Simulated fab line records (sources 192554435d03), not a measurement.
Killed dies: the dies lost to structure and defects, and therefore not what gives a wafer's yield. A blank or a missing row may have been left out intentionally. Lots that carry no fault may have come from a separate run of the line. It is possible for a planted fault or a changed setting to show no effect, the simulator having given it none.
fab line records	flow n5_finfet	part 1 of 2: steps 1 to 3 of 6
record: lots: 21	wafers: 63	last_day: 17
route steps=1938 shown BEOL_M5@1130
lots untouched by any fault: they come from a run of this same line in which no faults occurred
start_h: hours from the record's opening day to when the first of the lot's shown wafers began	wait_h: time in hours since the lot's previous step	" repeats the value in the row above	L1.1+2: a single row standing in for several wafers	- no value, or no start was given	* or withheld: withheld	< > ~ a bound
route shown NAME@n: names a module that has steps shown in the file, with the first one's number in the route	usual: mean/standard deviation taken from wafers without a fault	same: alike in all rows	chamber/n: place in a boat	sites: the reading at each site	_std_site: their standard deviation	_edge_site: inner sites' mean taken away from outer sites' mean	radius_mm: for every site, how far away it sits from the centre of the wafer	mask NAME#n: copy n	behind: tool/chamber where the wafer was last shaped	hold: why the lot went on hold/how many hours it stayed there/how the hold came to an end	device: transistor that didn't switch, given as n, p or np	end of line: at the end of the route, the tests of the same wafers	a step without rows: its recipe alone	killed: the dies lost at the first sort to structure and to defects; this is not the yield of the wafer	map: per-die view of a wafer (x killed, . not killed, _ where there is no die)
set.NAME: the setting the step ran with; set.NAME@STEP: the setting that earlier step ran with	model.NAME: the simulator's own value behind a step, which no gauge read
the route's steps for a sample of lots (tables are steps, rows are wafers)
services: when a tool's chamber went out of use (start_h, in hours from the record's first day, below 0 if earlier), for how many hours, and the reason
== steps ==
step: N5_BEOL_M5_ETCH_72
recipe: chemistry: N2/H2	target: underlayer	target_depth_a: 65	mask_material: CAR-EUV	time_s: 5.2	ion_energy_ev: 200	pressure_mtorr: 30	source_w: 840	bias_w: 150	n2_flow_sccm: 200	h2_flow_sccm: 200	ends: cleared
usual: bias_w: 150.0/0.41	chamber_pressure_mTorr: 30.00/0.041	drypump_motor_current_A: 5.8/0.51	etch_rf_on_time_s: 5.19/0.14	oes_product_au: 0.68/0.07	rf_vpp_V: 524.1/2.4	showerhead_plenum_p_Torr: 2.55/0.08	throttle_valve_pct: 17.90/0.27
lot.wafer	tool	chamber	start_h	wait_h	bias_w	chamber_pressure_mTorr	drypump_motor_current_A	etch_rf_on_time_s	oes_product_au	rf_hours_counter_h	rf_vpp_V	showerhead_plenum_p_Torr	throttle_valve_pct
L074.1	rie_diel-04	2	167.83	0.0	149.7	30.00	6.5	5.31	0.64	133	522.8	2.45	18.15
L074.2	"	0	"	"	150.3	30.02	6.5	5.24	0.59	227	527.6	2.63	18.13
L074.6	"	3	"	"	150.3	29.98	5.4	5.28	0.59	-	525.2	2.61	17.88
L075.2	rie_diel-01	3	171.15	0.0	150.0	30.07	5.2	4.94	0.73	48	525.9	2.58	17.99
L075.3	"	1	"	"	150.1	29.98	5.5	4.99	0.74	71	525.1	2.59	17.46
L075.6	"	1	"	"	150.7	30.01	5.5	5.01	0.74	-	523.3	2.59	17.48
L077.2	rie_diel-04	2	195.76	0.0	149.8	29.99	6.5	5.24	0.63	140	523.1	2.44	18.16
L077.3	"	1	"	"	150.7	29.90	5.5	5.21	0.65	118	524.7	2.57	18.04
L077.6	"	1	"	"	150.8	30.05	5.6	5.26	0.66	-	522.2	2.57	18.03
L078.1	rie_diel-05	3	204.40	0.0	149.5	30.00	6.3	5.25	0.67	105	526.5	2.55	18.19
L078.2	"	1	"	"	149.4	29.99	5.8	5.43	0.63	159	521.5	2.43	18.15
L078.5	"	1	"	"	149.3	30.02	5.8	5.38	0.62	-	523.9	2.43	18.16
L079.1	rie_diel-01	0	205.05	0.0	150.1	30.08	6.8	5.28	0.72	64	528.4	2.71	17.82
L079.5	"	3	"	"	150.4	29.96	5.2	4.78	0.74	-	525.1	2.57	18.02
L079.6	"	2	"	"	149.6	30.02	5.3	5.11	0.78	-	519.4	2.48	17.73
L080.1	rie_diel-05	3	208.34	0.0	149.9	29.94	6.3	5.24	0.68	106	523.1	2.55	18.21
L080.2	"	2	"	"	150.4	30.05	5.2	5.21	0.62	179	522.2	2.54	17.80
L080.6	"	3	"	"	150.0	29.98	6.3	5.26	0.69	-	523.0	2.55	18.19
L081.3	rie_diel-04	1	213.57	0.0	150.0	30.00	5.6	5.25	0.65	125	525.1	2.57	18.03
L081.4	"	2	"	"	150.5	29.99	6.5	5.22	0.63	-	519.2	2.44	18.16
L081.5	"	1	"	"	150.7	29.98	5.6	5.26	0.66	-	523.0	2.57	18.04
L083.4	rie_diel-01	3	235.19	0.0	150.3	29.98	5.2	4.89	0.73	64	527.3	2.57	17.99
L083.5	"	3	"	"	149.7	29.99	5.2	4.86	0.72	-	525.5	2.57	18.00
L083.6	"	0	"	"	150.4	30.02	6.7	5.34	0.69	-	528.3	2.70	17.83
L084.2	rie_diel-04	2	241.76	0.0	150.2	29.96	6.5	5.23	0.62	156	519.5	2.44	18.21
L084.4	"	1	"	"	149.7	30.05	5.6	5.29	0.65	-	524.6	2.56	18.04
L084.5	"	2	"	"	149.7	29.96	6.5	5.19	0.63	-	521.0	2.44	18.19
L086.2	rie_diel-05	1	244.84	0.0	149.5	29.96	5.8	5.43	0.61	171	520.6	2.43	18.17
L086.4	"	3	"	"	149.3	29.99	6.3	5.19	0.68	116	524.6	2.54	18.21
L086.6	"	2	"	"	150.2	29.97	5.2	5.23	0.60	-	525.6	2.53	17.84
L087.1	rie_diel-04	1	245.38	0.0	150.1	29.98	5.7	5.31	0.63	135	523.7	2.56	18.05
L087.3	"	3	"	"	150.1	30.08	5.4	5.11	0.84	4	525.4	2.61	17.39
L087.6	"	1	"	"	150.2	30.03	5.6	5.34	0.63	-	523.7	2.56	18.08
L088.1	rie_diel-04	1	250.10	0.0	150.0	29.97	5.6	5.29	0.65	137	525.3	2.56	18.07
L088.5	"	3	"	"	149.9	29.96	5.4	5.06	0.82	-	527.9	2.60	17.37
L088.6	"	2	"	"	150.3	30.05	6.5	5.25	0.62	-	521.0	2.44	18.22
L089.3	rie_diel-04	1	280.62	0.0	150.2	30.03	5.6	5.29	0.64	149	523.7	2.56	18.07
L089.4	"	0	"	"	149.3	30.00	6.5	5.13	0.83	5	528.2	2.62	17.75
L089.5	"	0	"	"	149.5	30.02	6.5	5.19	0.81	-	528.6	2.62	17.76
L091.1	rie_diel-05	1	280.73	0.0	149.7	30.07	5.8	5.29	0.61	182	521.1	2.42	18.16
L091.2	"	2	"	"	149.4	29.98	5.2	5.09	0.62	201	524.7	2.53	17.83
L091.4	"	0	"	"	150.2	30.01	5.7	5.13	0.64	132	526.0	2.66	17.66
L090.2	rie_diel-05	2	280.96	0.0	149.4	30.03	5.2	5.20	0.60	201	524.9	2.53	17.84
L090.5	"	1	"	"	150.1	30.04	5.8	5.44	0.60	-	518.5	2.42	18.17
L090.6	"	0	"	"	149.5	29.97	5.7	5.24	0.64	-	527.1	2.66	17.64
L093.3	rie_diel-01	0	283.85	0.0	150.5	30.06	6.8	5.19	0.69	85	530.1	2.70	17.87
L093.4	"	2	"	"	150.6	30.00	5.3	5.20	0.74	45	524.2	2.47	17.77
L093.5	"	3	"	"	150.4	30.02	5.2	4.83	0.71	-	524.2	2.56	18.05
L092.2	rie_diel-05	0	283.86	0.0	149.8	29.98	5.7	5.18	0.65	134	527.6	2.66	17.64
L092.3	"	1	"	"	150.2	30.02	5.8	5.41	0.60	183	521.1	2.42	18.18
L092.4	"	2	"	"	151.2	30.00	5.2	5.20	0.62	202	523.9	2.53	17.86
L094.2	rie_diel-04	0	302.42	0.0	149.7	30.01	6.5	5.21	0.80	11	524.9	2.62	17.78
L094.3	"	3	"	"	149.4	30.02	5.4	5.11	0.77	23	523.6	2.60	17.39
L094.5	"	1	"	"	150.6	29.96	5.6	5.29	0.62	-	523.0	2.55	18.12
L095.4	rie_diel-01	2	304.22	0.0	150.4	30.06	5.3	5.26	0.73	50	524.7	2.47	17.77
L095.5	"	3	"	"	150.4	30.02	5.2	4.76	0.72	-	524.4	2.56	18.07
L095.6	"	2	"	"	150.0	29.91	5.3	5.19	0.73	-	522.6	2.47	17.77
L096.2	rie_diel-05	1	310.04	0.0	149.8	29.98	5.8	5.43	0.60	191	522.0	2.42	18.20
L096.3	"	2	"	"	149.5	30.04	5.2	5.21	0.61	207	523.5	2.52	17.86
L096.6	"	1	"	"	149.9	30.06	5.8	5.39	0.60	-	521.4	2.42	18.16
L097.1	rie_diel-04	0	313.31	0.0	150.3	29.94	6.5	5.18	0.80	15	523.9	2.62	17.83
L097.3	"	1	"	"	150.1	29.99	5.6	5.26	0.63	159	525.9	2.55	18.10
L097.4	"	2	"	"	150.0	29.99	6.5	5.24	0.60	181	523.4	2.43	18.27
step: N5_BEOL_M5_ETCH_75
recipe: chemistry: N2/H2	target: underlayer	target_depth_a: 65	mask_material: CAR-EUV	time_s: 5.2	ion_energy_ev: 200	pressure_mtorr: 30	source_w: 840	bias_w: 150	n2_flow_sccm: 200	h2_flow_sccm: 200	ends: cleared
usual: bias_w: 150.0/0.47	chamber_pressure_mTorr: 30.00/0.04	drypump_motor_current_A: 5.8/0.55	etch_rf_on_time_s: 5.14/0.16	oes_product_au: 0.69/0.056	rf_vpp_V: 524.5/2.4	showerhead_plenum_p_Torr: 2.57/0.082	throttle_valve_pct: 17.87/0.23
lot.wafer	tool	chamber	start_h	wait_h	bias_w	chamber_pressure_mTorr	drypump_motor_current_A	etch_rf_on_time_s	oes_product_au	rf_hours_counter_h	rf_vpp_V	showerhead_plenum_p_Torr	throttle_valve_pct
L074.1	rie_diel-01	1	174.89	0.0	150.1	29.94	5.5	4.98	0.75	71	525.4	2.59	17.49
L074.2	"	0	"	"	150.8	30.05	6.7	5.23	0.72	56	527.9	2.71	17.83
L074.6	"	2	"	"	149.7	29.99	5.3	5.20	0.80	-	522.5	2.49	17.70
L075.2	rie_diel-01	2	175.28	0.0	149.7	30.02	5.3	5.18	0.79	14	523.8	2.49	17.72
L075.3	"	0	"	"	150.2	29.96	6.8	5.25	0.72	56	528.5	2.71	17.81
L075.6	"	0	"	"	150.0	29.92	6.7	5.27	0.72	-	527.0	2.71	17.81
L077.2	rie_diel-01	3	196.83	0.0	150.0	30.03	5.2	4.82	0.74	53	523.5	2.57	17.97
L077.3	"	1	"	"	149.9	30.00	5.5	4.96	0.74	75	526.7	2.58	17.48
L077.6	"	1	"	"	150.4	30.00	5.5	4.98	0.74	-	522.8	2.59	17.49
L078.1	rie_diel-05	2	205.71	0.0	150.5	30.04	5.2	5.17	0.63	179	525.6	2.54	17.81
L078.2	"	1	"	"	149.7	30.04	5.8	5.35	0.62	159	522.0	2.43	18.12
L078.5	"	0	"	"	150.2	29.98	5.7	5.01	0.67	-	524.7	2.67	17.65
L079.1	rie_diel-04	2	207.77	0.0	150.2	30.02	6.5	5.22	0.63	145	520.1	2.44	18.17
L079.5	"	0	"	"	150.5	29.95	6.5	5.18	0.58	-	525.5	2.63	18.14
L079.6	"	1	"	"	149.8	30.03	5.6	5.26	0.65	-	523.6	2.57	18.05
L080.1	rie_diel-05	1	212.47	0.0	149.7	29.97	5.8	5.34	0.62	161	521.0	2.43	18.16
L080.2	"	2	"	"	150.1	29.99	5.2	5.15	0.63	180	522.5	2.54	17.81
L080.6	"	0	"	"	149.4	30.00	5.7	5.05	0.67	-	527.3	2.67	17.61
L081.3	rie_diel-01	3	214.58	0.0	149.9	30.05	5.2	4.86	0.73	57	526.1	2.57	17.99
L081.4	"	0	"	"	149.6	30.05	6.8	5.31	0.71	65	525.9	2.71	17.85
L081.5	"	1	"	"	150.6	30.07	5.5	5.05	0.73	-	522.9	2.58	17.49
L083.4	rie_diel-05	1	238.60	0.0	149.6	30.07	5.8	5.36	0.61	169	520.2	2.43	18.14
L083.5	"	0	"	"	150.3	29.97	5.7	5.10	0.66	-	530.6	2.67	17.63
L083.6	"	3	"	"	150.6	29.92	6.3	5.23	0.67	-	522.4	2.54	18.21
L084.2	rie_diel-01	3	244.65	0.0	150.5	30.01	5.2	4.85	0.72	67	523.0	2.57	18.00
L084.4	"	0	"	"	150.0	30.04	6.8	5.32	0.70	74	527.5	2.70	17.84
L084.5	"	1	"	"	150.1	30.00	5.5	5.05	0.73	-	524.8	2.58	17.54
L086.2	rie_diel-05	3	245.84	0.0	148.9	30.00	6.3	5.23	0.66	116	524.3	2.54	18.23
L086.4	"	1	"	"	149.5	29.92	5.8	5.34	0.62	172	521.2	2.43	18.17
L086.6	"	0	"	"	149.9	30.03	5.7	5.12	0.66	-	528.0	2.67	17.64
L087.1	rie_diel-01	3	246.56	0.0	150.3	30.05	5.2	4.90	0.72	67	527.2	2.57	18.00
L087.3	"	1	"	"	149.4	30.03	5.5	5.07	0.73	89	525.8	2.58	17.53
L087.6	"	3	"	"	149.6	29.97	5.2	4.89	0.72	-	526.3	2.57	18.02
L088.1	rie_diel-01	0	251.61	0.0	149.8	29.94	6.7	5.27	0.70	75	526.9	2.70	17.85
L088.5	"	0	"	"	149.2	29.98	6.8	5.24	0.70	-	527.4	2.70	17.89
L088.6	"	3	"	"	150.8	30.09	5.2	4.80	0.73	-	523.9	2.57	17.99
L091.1	rie_diel-01	2	281.97	0.0	150.3	29.99	5.3	5.23	0.74	44	522.8	2.47	17.79
L091.2	"	0	"	"	149.8	30.06	6.7	5.26	0.70	84	528.6	2.70	17.90
L091.4	"	1	"	"	150.5	30.02	5.5	5.02	0.71	100	524.8	2.57	17.54
L090.2	rie_diel-01	3	282.63	0.0	150.3	30.06	5.2	4.82	0.70	79	524.7	2.56	18.03
L090.5	"	1	"	"	149.6	30.01	5.5	5.08	0.71	-	526.4	2.57	17.54
L090.6	"	0	"	"	150.6	30.01	6.7	5.23	0.70	-	527.0	2.70	17.86
L089.3	rie_diel-05	3	282.94	0.0	149.7	30.01	6.3	5.19	0.66	128	523.5	2.54	18.24
L089.4	"	0	"	"	149.6	30.05	5.7	5.16	0.65	134	524.2	2.66	17.69
L089.5	"	3	"	"	150.5	29.91	6.3	5.18	0.66	-	526.7	2.54	18.22
L093.3	rie_diel-04	2	288.47	0.0	151.0	29.99	6.4	5.33	0.60	174	520.4	2.43	18.23
L093.4	"	1	"	"	150.2	29.99	5.6	5.32	0.63	151	522.8	2.56	18.10
L093.5	"	1	"	"	150.7	29.96	5.6	5.37	0.62	-	523.8	2.56	18.10
L092.2	rie_diel-01	0	288.60	0.0	149.8	30.01	6.8	5.23	0.69	86	526.3	2.70	17.87
L092.3	"	2	"	"	150.6	30.04	5.3	5.18	0.74	46	521.2	2.47	17.80
L092.4	"	3	"	"	150.2	29.98	5.2	4.81	0.71	-	525.3	2.56	18.04
L094.2	rie_diel-01	2	303.28	0.0	150.2	30.02	5.3	5.24	0.73	50	522.3	2.47	17.76
L094.3	"	0	"	"	149.4	30.05	6.7	5.32	0.68	91	524.6	2.69	17.91
L094.5	"	3	"	"	149.1	29.99	5.2	4.85	0.71	-	526.3	2.56	18.05
L095.4	rie_diel-04	1	308.80	0.0	149.4	30.03	5.6	5.28	0.62	158	522.4	2.55	18.09
L095.5	"	1	"	"	149.8	29.96	5.6	5.27	0.62	-	521.9	2.55	18.10
L095.6	"	0	"	"	150.1	30.00	6.5	5.15	0.80	-	523.7	2.62	17.80
L096.2	rie_diel-04	0	311.88	0.0	149.5	30.03	6.5	5.16	0.79	14	525.7	2.61	17.82
L096.3	"	1	"	"	150.0	30.05	5.6	5.24	0.63	159	525.4	2.55	18.09
L096.6	"	0	"	"	149.3	30.02	6.5	5.19	0.81	-	525.5	2.62	17.79
L097.1	rie_diel-01	1	316.22	0.0	149.7	29.95	5.5	5.02	0.70	108	524.9	2.57	17.55
L097.3	"	0	"	"	150.7	29.99	6.7	5.25	0.69	95	527.6	2.69	17.89
L097.4	"	3	"	"	150.5	30.03	5.2	4.83	0.70	89	524.7	2.56	18.05
step: N5_BEOL_M5_STRIP_36
recipe: chemistry: N2/H2	power_w: 450	temp_c: 40	pressure_mtorr: 20	rf_frequency_hz: 6e+07	overash_fraction: 0.3	bias_power_w: 7	h2_frac: 0.5	n2_flow_sccm: 200	h2_flow_sccm: 200
usual: chamber_pressure_mTorr: 19.994/0.029	drypump_motor_current_A: 5.8/0.55	oes_product_au: 0.82/0.064	rf_vpp_V: 59.2/1.4	showerhead_plenum_p_Torr: 2.56/0.082	throttle_valve_pct: 23.73/0.26
lot.wafer	tool	chamber	start_h	wait_h	chamber_pressure_mTorr	drypump_motor_current_A	oes_product_au	rf_hours_counter_h	rf_vpp_V	showerhead_plenum_p_Torr	throttle_valve_pct
L074.1	rie_diel-01	1	175.08	0.0	20.027	5.5	0.87	71	60.9	2.58	23.28
L074.2	"	0	"	"	19.927	6.8	0.85	56	61.2	2.71	23.64
L074.6	"	2	"	"	19.950	5.3	0.94	-	57.7	2.48	23.58
L075.2	rie_diel-01	2	175.47	0.0	20.015	5.4	0.94	14	59.1	2.48	23.59
L075.3	"	0	"	"	19.972	6.7	0.87	57	59.4	2.71	23.66
L075.6	"	0	"	"	19.980	6.7	0.86	-	59.8	2.71	23.66
L077.2	rie_diel-01	3	197.03	0.0	19.992	5.2	0.83	53	59.0	2.57	23.83
L077.3	"	1	"	"	19.989	5.5	0.86	75	59.9	2.58	23.29
L077.6	"	1	"	"	20.004	5.5	0.87	-	60.1	2.58	23.32
L078.1	rie_diel-05	2	205.90	0.0	20.041	5.2	0.74	179	58.3	2.53	23.72
L078.2	"	1	"	"	20.018	5.8	0.74	160	58.2	2.43	24.02
L078.5	"	0	"	"	19.984	5.7	0.78	-	60.1	2.67	23.44
L079.1	rie_diel-04	2	207.96	0.0	20.022	6.5	0.74	145	58.5	2.44	23.98
L079.5	"	0	"	"	19.986	6.5	0.70	-	61.2	2.62	23.90
L079.6	"	1	"	"	20.032	5.6	0.78	-	59.2	2.57	24.05
L080.1	rie_diel-05	1	212.67	0.0	20.033	5.8	0.73	161	57.3	2.43	24.06
L080.2	"	2	"	"	19.947	5.2	0.74	180	60.8	2.53	23.73
L080.6	"	0	"	"	19.983	5.7	0.78	-	58.0	2.66	23.46
L081.3	rie_diel-01	3	214.77	0.0	20.022	5.2	0.83	57	58.6	2.57	23.86
L081.4	"	0	"	"	19.984	6.7	0.85	65	60.3	2.70	23.65
L081.5	"	1	"	"	20.006	5.5	0.86	-	60.1	2.58	23.30
L083.4	rie_diel-05	1	238.79	0.0	19.946	5.8	0.73	169	58.5	2.42	24.04
L083.5	"	0	"	"	19.964	5.7	0.78	-	61.2	2.66	23.43
L083.6	"	3	"	"	20.031	6.3	0.80	-	60.4	2.54	24.09
L084.2	rie_diel-01	3	244.84	0.0	19.981	5.2	0.84	67	60.2	2.56	23.84
L084.4	"	0	"	"	20.025	6.7	0.84	74	60.8	2.70	23.68
L084.5	"	1	"	"	20.030	5.5	0.83	-	57.3	2.58	23.34
L086.2	rie_diel-05	3	246.04	0.0	19.981	6.3	0.78	116	55.3	2.54	24.07
L086.4	"	1	"	"	20.012	5.7	0.73	172	57.5	2.42	24.05
L086.6	"	0	"	"	20.000	5.7	0.77	-	61.3	2.66	23.48
L087.1	rie_diel-01	3	246.75	0.0	19.967	5.2	0.82	67	58.5	2.56	23.85
L087.3	"	1	"	"	20.011	5.5	0.86	89	61.1	2.58	23.33
L087.6	"	3	"	"	20.045	5.2	0.83	-	58.1	2.56	23.86
L088.1	rie_diel-01	0	251.81	0.0	19.951	6.8	0.83	76	59.1	2.70	23.68
L088.5	"	0	"	"	19.968	6.8	0.83	-	57.9	2.70	23.65
L088.6	"	3	"	"	19.969	5.2	0.83	-	60.5	2.56	23.87
L091.1	rie_diel-01	2	282.16	0.0	19.984	5.4	0.87	44	58.4	2.47	23.62
L091.2	"	0	"	"	20.016	6.7	0.83	85	58.9	2.69	23.68
L091.4	"	1	"	"	19.998	5.5	0.82	100	59.9	2.57	23.38
L090.2	rie_diel-01	3	282.82	0.0	19.939	5.2	0.81	79	59.8	2.56	23.90
L090.5	"	1	"	"	20.015	5.5	0.84	-	57.4	2.57	23.36
L090.6	"	0	"	"	19.983	6.8	0.84	-	56.6	2.69	23.68
L089.3	rie_diel-05	3	283.13	0.0	20.029	6.3	0.77	128	58.2	2.53	24.13
L089.4	"	0	"	"	19.949	5.7	0.76	134	59.3	2.66	23.50
L089.5	"	3	"	"	19.979	6.3	0.78	-	58.0	2.53	24.10
L093.3	rie_diel-04	2	288.66	0.0	20.005	6.5	0.71	174	59.0	2.43	24.07
L093.4	"	1	"	"	20.007	5.6	0.75	151	57.7	2.55	24.08
L093.5	"	1	"	"	20.006	5.6	0.74	-	59.0	2.55	24.08
L092.2	rie_diel-01	0	288.79	0.0	19.997	6.7	0.83	86	57.6	2.69	23.67
L092.3	"	2	"	"	20.026	5.4	0.89	46	60.8	2.47	23.63
L092.4	"	3	"	"	19.952	5.2	0.82	-	59.2	2.56	23.85
L094.2	rie_diel-01	2	303.47	0.0	20.026	5.3	0.86	50	61.4	2.47	23.63
L094.3	"	0	"	"	19.971	6.7	0.81	91	57.7	2.69	23.71
L094.5	"	3	"	"	19.995	5.2	0.81	-	58.8	2.56	23.91
L095.4	rie_diel-04	1	308.99	0.0	19.985	5.6	0.73	158	58.9	2.55	24.10
L095.5	"	1	"	"	20.034	5.7	0.72	-	59.9	2.55	24.08
L095.6	"	0	"	"	20.021	6.5	0.93	-	59.9	2.61	23.69
L096.2	rie_diel-04	0	312.07	0.0	19.967	6.5	0.94	14	58.6	2.61	23.72
L096.3	"	1	"	"	20.023	5.6	0.74	159	59.8	2.55	24.07
L096.6	"	0	"	"	19.978	6.5	0.94	-	59.4	2.61	23.73
L097.1	rie_diel-01	1	316.41	0.0	19.985	5.5	0.82	108	58.2	2.57	23.35
L097.3	"	0	"	"	19.956	6.7	0.81	95	57.6	2.69	23.73
L097.4	"	3	"	"	19.941	5.2	0.81	89	60.6	2.56	23.90
